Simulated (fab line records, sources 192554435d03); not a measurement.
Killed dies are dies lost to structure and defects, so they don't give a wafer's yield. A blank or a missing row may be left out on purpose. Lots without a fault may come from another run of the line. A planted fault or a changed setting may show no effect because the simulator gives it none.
Chamber matching | flow n5_finfet | N5_FIN_SAQP_ALD_61 on ald_sin-04: 4 sister chambers
The step deposits SiO2, target thk 4 nm, pulse time 1 s, purge time 2 s. 30 wafers are shown with their chamber, then 12 later ones without.

WAFERS WITH THEIR CHAMBER
wafer  | chamber | heater_power_w (W) | precursor_pulse_height_rel
L074.2 | 1       | 452                | 1.033
L074.3 | 0       | 395                | 1.026
L074.5 | 1       | 458                | 0.987
L075.3 | 0       | 383                | 0.994
L075.4 | 3       | 403                | 0.983
L075.6 | 1       | 459                | 0.978
L076.1 | 2       | 589                | 1.013
L076.5 | 3       | 401                | 0.975
L076.6 | 2       | 603                | 0.965
L077.1 | 0       | 381                | 0.984
L077.2 | 3       | 405                | 1.019
L077.5 | 2       | 585                | 1.006
L079.1 | 2       | 589                | 0.978
L079.2 | 3       | 405                | 1.019
L079.3 | 0       | 395                | 1.023
L082.1 | 1       | 469                | 1.001
L082.2 | 2       | 601                | 1.007
L082.5 | 1       | 469                | 1.006
L089.1 | 3       | 415                | 0.971
L089.3 | 1       | 490                | 0.999
L089.5 | 1       | 489                | 0.987
L092.3 | 1       | 472                | 0.970
L092.4 | 3       | 420                | 1.010
L092.5 | 1       | 486                | 1.004
L093.1 | 2       | 565                | 0.978
L093.3 | 1       | 487                | 1.022
L093.5 | 0       | 389                | 0.992
L094.1 | 0       | 388                | 1.004
L094.2 | 3       | 417                | 0.991
L094.3 | 1       | 490                | 1.006

SIGNATURES (means of the wafers above)
reading                    | chamber 0 | chamber 1 | chamber 2 | chamber 3 | scatter within a chamber
heater_power_w             | 388.50    | 474.64    | 588.67    | 409.43    | 11.6
precursor_pulse_height_rel | 1.00383   | 0.99936   | 0.99117   | 0.99543   | 0.019
Rule: a wafer's distance from a chamber is the root of the sum, over the readings, of the square of ((its reading less the chamber's mean) divided by the reading's scatter). The wafer belongs to the nearest chamber; if the next one is less than 2 further off, it can't be placed. The scatter: the root of (the sum of the squares of (reading less its chamber's mean) over the shown wafers, divided by (wafers less chambers)).

WAFERS WITHOUT THEIR CHAMBER
wafer  | heater_power_w (W) | precursor_pulse_height_rel
L094.4 | 546                | 1.024
L094.5 | 411                | 0.976
L094.6 | 386                | 1.020
L095.1 | 416                | 1.027
L095.5 | 393                | 0.987
L095.6 | 415                | 1.015
L096.3 | 574                | 1.012
L096.5 | 404                | 1.031
L096.6 | 474                | 0.994
L097.1 | 463                | 1.033
L097.3 | 429                | 0.989
L097.5 | 557                | 1.013

WHICH CHAMBER EACH WENT THROUGH
wafer  | from the rows above     | in truth
L094.4 | 2                       | 2
L094.5 | can't be placed: 3 or 0 | 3
L094.6 | can't be placed: 0 or 3 | 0
L095.1 | can't be placed: 3 or 0 | 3
L095.5 | can't be placed: 0 or 3 | 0
L095.6 | can't be placed: 3 or 0 | 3
L096.3 | 2                       | 2
L096.5 | can't be placed: 3 or 0 | 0
L096.6 | 1                       | 1
L097.1 | 1                       | 1
L097.3 | can't be placed: 3 or 0 | 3
L097.5 | 2                       | 2
Placed correctly: 5 of 12. Can't be placed from these rows: 7 (the true chamber is among the candidates in 7). Placed wrongly: 0.
